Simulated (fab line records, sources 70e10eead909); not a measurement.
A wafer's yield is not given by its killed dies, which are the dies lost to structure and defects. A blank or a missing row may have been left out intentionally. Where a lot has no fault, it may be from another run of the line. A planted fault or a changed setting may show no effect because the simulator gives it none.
Which tool did it? -- flow nandHarc -- 13 lots, 35 wafers sampled, at 5 steps of a route of 1302

WHAT THE GAUGES READ, wafer by wafer
NHARC_A_CONTACT_INSPECT_23. Usual: rawDefectCount reads 511 (standard deviation 130).
lot,measured,on,rawDefectCount,flag
L184,day 23 02:17,defectInspect-01,388 308 409,
L186,day 23 09:16,defectInspect-02,720 564 618,
L187,day 23 11:25,defectInspect-01,400 335 459,
L190,day 25 09:57,defectInspect-01,460,
L189,day 25 12:35,defectInspect-01,639 640 741,
L192,day 26 08:56,defectInspect-02,492,
L194,day 26 16:58,defectInspect-02,528 493 427,
L195,day 26 19:55,defectInspect-01,485 581 610,
L200,day 29 07:51,defectInspect-02,433 480 686,
L201,day 30 05:43,defectInspect-01,567 413 381,
L204,day 30 12:48,defectInspect-02,909 768 658,
L205,day 30 21:41,defectInspect-02,379 443 341,
L206,day 31 17:19,defectInspect-02,436 641 403,

NHARC_END_SORT_01. Usual: killedAtArray 56, standard deviation 19; killedAtOther 1.0, standard deviation 1.5; killedAtPeriphery 3.4, standard deviation 2.4; killedDies 60, standard deviation 19; killedOpen 3.3, standard deviation 1.8; killedShort 2.4, standard deviation 1.7.
lot,measured,on,killedAtArray,killedAtOther,killedAtPeriphery,killedDies,killedOpen,killedShort,flag
L204,day 33 00:57,prober-02,38 52 49,0 0 0,5 4 1,43 56 50,5 4 5,2 2 3,
L205,day 33 01:19,prober-01,33 42 44,0 0 0,1 1 4,34 43 48,0 4 7,5 3 0,
L206,day 33 13:15,prober-02,45 57 53,7 2 4,6 6 7,58 65 64,4 9 2,3 2 3,

WHICH TOOL RAN EACH LOT (tool, then ch and the chambers of the sampled wafers, then the start)
lot,NHARC_A_CONTACT_STRIP_26,NHARC_A_BLC_DESCUM_15,NHARC_A_BLC_ETCH_17
L184,"rieDiel-12 ch 0,2, day 23 02:17 or earlier","rieDiel-11 ch 0,1,3, day 23 02:59","rieDiel-11 ch 0,2,3, day 23 03:10"
L186,"rieDiel-12 ch 1,2,3, day 23 09:16 or earlier","rieDiel-11 ch 0,2,3, day 23 09:50","rieDiel-11 ch 0,2,3, day 23 10:01"
L187,"rieDiel-12 ch 0,1,3, day 23 11:25 or earlier","rieDiel-10 ch 0,1,3, day 23 12:06","rieDiel-10 ch 0,2,3, day 23 12:17"
L190,"rieDiel-04 ch 0, day 25 09:57 or earlier","rieDiel-10 ch 3, day 25 10:40","rieDiel-10 ch 0, day 25 10:52"
L189,"rieDiel-07 ch 1,2, day 25 12:35 or earlier","rieDiel-10 ch 0,1,2, day 25 13:17","rieDiel-10 ch 0,2,3, day 25 13:28"
L192,"rieDiel-12 ch 2, day 26 08:56 or earlier","rieDiel-10 ch 0, day 26 09:39","rieDiel-10 ch 0, day 26 09:50"
L194,"rieDiel-12 ch 0,2,3, day 26 16:58 or earlier","rieDiel-06 ch 2,3, day 26 17:40","rieDiel-06 ch 0,2,3, day 26 17:50"
L195,"rieDiel-04 ch 0,2,3, day 26 19:55 or earlier","rieDiel-11 ch 1,2, day 26 20:37","rieDiel-11 ch 2,3, day 26 20:48"
L200,"rieDiel-07 ch 1,2,3, day 29 07:51 or earlier","rieDiel-11 ch 0,1,2, day 29 08:34","rieDiel-11 ch 0,1,3, day 29 08:46"
L201,"rieDiel-12 ch 0,1,2, day 30 05:43 or earlier","rieDiel-06 ch 0,2, day 30 06:24","rieDiel-06 ch 2,3, day 30 06:35"
L204,"rieDiel-12 ch 2,3, day 30 12:48 or earlier","rieDiel-11 ch 0,1,3, day 30 13:31","rieDiel-11 ch 0,2,3, day 30 13:48"
L205,"rieDiel-12 ch 1,2,3, day 30 21:41 or earlier","rieDiel-06 ch 1,2, day 30 22:16","rieDiel-06 ch 0,2, day 30 22:26"
L206,"rieDiel-12 ch 0,3, day 31 17:19 or earlier","rieDiel-11 ch 2,3, day 31 17:53","rieDiel-11 ch 0,2,3, day 31 18:10"
- NHARC_A_CONTACT_STRIP_26: strips in O2.
- NHARC_A_BLC_DESCUM_15: chemistry O2, time 3 s.
- NHARC_A_BLC_ETCH_17: etches the open film in N2/H2, target depth 390 nm, time 609.38 s.

AS READ BY THE TOOLS THEMSELVES (means over the sampled wafers that have a number; for cases with no such wafer, the mark the record gives instead)
NHARC_A_CONTACT_STRIP_26. Usual: drypumpMotorCurrentA 5.9 A, standard deviation 0.43; mfcArSccm 0.005 sccm, standard deviation 0.0068; oesProductAu 0.999 a.u., standard deviation 0.0066; rfVppV 57.8 V, standard deviation 0.82; showerheadPlenumPTorr 3.55 Torr, standard deviation 0.13; throttleValvePct 17.036 %, standard deviation 0.0091.
lot,tool,drypumpMotorCurrentA (A),mfcArSccm (sccm),oesProductAu (a.u.),rfVppV (V),showerheadPlenumPTorr (Torr),throttleValvePct (%),flag
L184,rieDiel-12,5.9,0.000,1.002,57.4,3.52,17.033,
L186,rieDiel-12,6.0,0.007,1.000,57.7,3.60,17.044,
L187,rieDiel-12,6.1,0.007,1.001,58.7,3.61,17.028,
L190,rieDiel-04,5.4,0.008,0.995,58.8,3.80,17.035,
L189,rieDiel-07,5.9,0.010,1.006,57.8,3.72,17.031,
L192,rieDiel-12,5.6,0.000,0.995,59.1,3.50,17.047,
L194,rieDiel-12,6.1,0.002,0.997,57.5,3.54,17.037,
L195,rieDiel-04,5.6,0.005,0.993,57.9,3.52,17.038,
L200,rieDiel-07,5.8,0.010,1.000,58.2,3.55,17.040,
L201,rieDiel-12,5.8,0.005,1.007,56.8,3.56,17.035,
L204,rieDiel-12,6.2,0.004,0.996,57.7,3.56,17.028,
L205,rieDiel-12,6.0,0.007,0.999,57.5,3.59,17.033,
L206,rieDiel-12,6.2,0.002,1.001,58.3,3.54,17.037,

NHARC_A_BLC_DESCUM_15. Usual: drypumpMotorCurrentA 5.9 A, standard deviation 0.57; mfcArSccm 0.009 sccm, standard deviation 0.013; oesProductAu 1.001 a.u., standard deviation 0.0082; rfVppV 57.7 V, standard deviation 1; showerheadPlenumPTorr 1.90 Torr, standard deviation 0.1; throttleValvePct 11.311 %, standard deviation 0.0085.
lot,tool,drypumpMotorCurrentA (A),mfcArSccm (sccm),oesProductAu (a.u.),rfVppV (V),showerheadPlenumPTorr (Torr),throttleValvePct (%),flag
L184,rieDiel-11,5.3,0.000,1.005,57.9,1.80,11.310,
L186,rieDiel-11,5.6,0.000,1.011,57.2,1.88,11.311,
L187,rieDiel-10,6.0,0.013,0.996,58.5,1.95,11.307,
L190,rieDiel-10,6.4,0.000,1.002,58.2,1.96,11.311,
L189,rieDiel-10,5.9,0.017,1.000,57.7,1.91,11.307,
L192,rieDiel-10,5.6,0.000,0.992,57.1,2.06,11.312,
L194,rieDiel-06,6.4,0.000,1.003,58.8,1.91,11.311,
L195,rieDiel-11,6.3,0.000,1.010,57.2,1.94,11.305,
L200,rieDiel-11,5.7,0.000,1.001,58.3,1.88,11.311,
L201,rieDiel-06,5.3,0.013,1.014,57.2,1.84,11.313,
L204,rieDiel-11,5.3,0.000,0.998,57.6,1.80,11.311,
L205,rieDiel-06,6.0,0.017,0.999,58.0,2.01,11.316,
L206,rieDiel-11,6.2,0.000,1.007,57.7,1.93,11.305,

NHARC_A_BLC_ETCH_17. Usual: drypumpMotorCurrentA is 5.8 A with standard deviation 0.58, mfcArSccm is 0.007 sccm with standard deviation 0.012, oesProductAu is 1.003 a.u. with standard deviation 0.0073, rfVppV is 430 V with standard deviation 3.2, runLengthS is 630.7 s with standard deviation 0.56, showerheadPlenumPTorr is 2.03 Torr with standard deviation 0.11, and throttleValvePct is 14.171 % with standard deviation 0.009.
lot,tool,drypumpMotorCurrentA (A),mfcArSccm (sccm),oesProductAu (a.u.),rfVppV (V),runLengthS (s),showerheadPlenumPTorr (Torr),throttleValvePct (%),flag
L184,rieDiel-11,5.6,0.000,1.001,430,630.4,2.01,14.162,
L186,rieDiel-11,5.6,0.000,1.001,429,630.8,2.01,14.171,
L187,rieDiel-10,6.0,0.005,0.996,432,630.6,2.09,14.163,
L190,rieDiel-10,5.6,0.000,1.004,435,585.5,2.20,14.155,OFF
L189,rieDiel-10,6.0,0.005,1.005,432,615.5,2.09,14.164,OFF
L192,rieDiel-10,5.6,0.000,0.998,437,585.2,2.19,14.159,OFF
L194,rieDiel-06,5.9,0.007,1.007,429,630.6,1.98,14.165,
L195,rieDiel-11,5.7,0.000,1.009,428,630.7,1.98,14.173,
L200,rieDiel-11,5.3,0.000,1.010,427,630.5,1.92,14.178,
L201,rieDiel-06,6.6,0.000,1.012,429,630.9,2.00,14.164,
L204,rieDiel-11,5.6,0.000,1.011,428,630.5,2.00,14.180,
L205,rieDiel-06,5.8,0.007,0.998,430,630.5,2.01,14.167,
L206,rieDiel-11,5.6,0.000,1.003,430,630.5,2.00,14.177,

THE ANSWER, worked out from the rows above alone
Rule: a lot counts as off when the mean over its wafers that have a number is more than 3 standard deviations away from the usual mean. Also off: a lot with no number at a reading for which 4 or more lots have one. The other lots that the step has rows for count as sound. The gauges are gone through in route order, then the tools' own readings, and for those a lot's mean is taken as printed above. At the first step where some lot is off, the reading lying furthest off is the one used; lots without a number count as furthest.
Off at NHARC_A_BLC_ETCH_17 (runLengthS): L190, L189, L192.
If a tool, at that step or one of the process steps before it, ran each lot that is off and ran no sound lot following the first of them, it fits. NHARC_A_CONTACT_STRIP_26 gives no start for some lots, so the hours and the order of its lots are those of NHARC_A_CONTACT_INSPECT_23. One fits: rieDiel-10 at NHARC_A_BLC_DESCUM_15 and NHARC_A_BLC_ETCH_17. At NHARC_A_BLC_DESCUM_15 its last sound lot is L187 (day 23 12:06), its first lot that is off L190 (day 25 10:40): a fault that began between those two fits.

WHAT WAS PUT IN BY THE SIMULATOR
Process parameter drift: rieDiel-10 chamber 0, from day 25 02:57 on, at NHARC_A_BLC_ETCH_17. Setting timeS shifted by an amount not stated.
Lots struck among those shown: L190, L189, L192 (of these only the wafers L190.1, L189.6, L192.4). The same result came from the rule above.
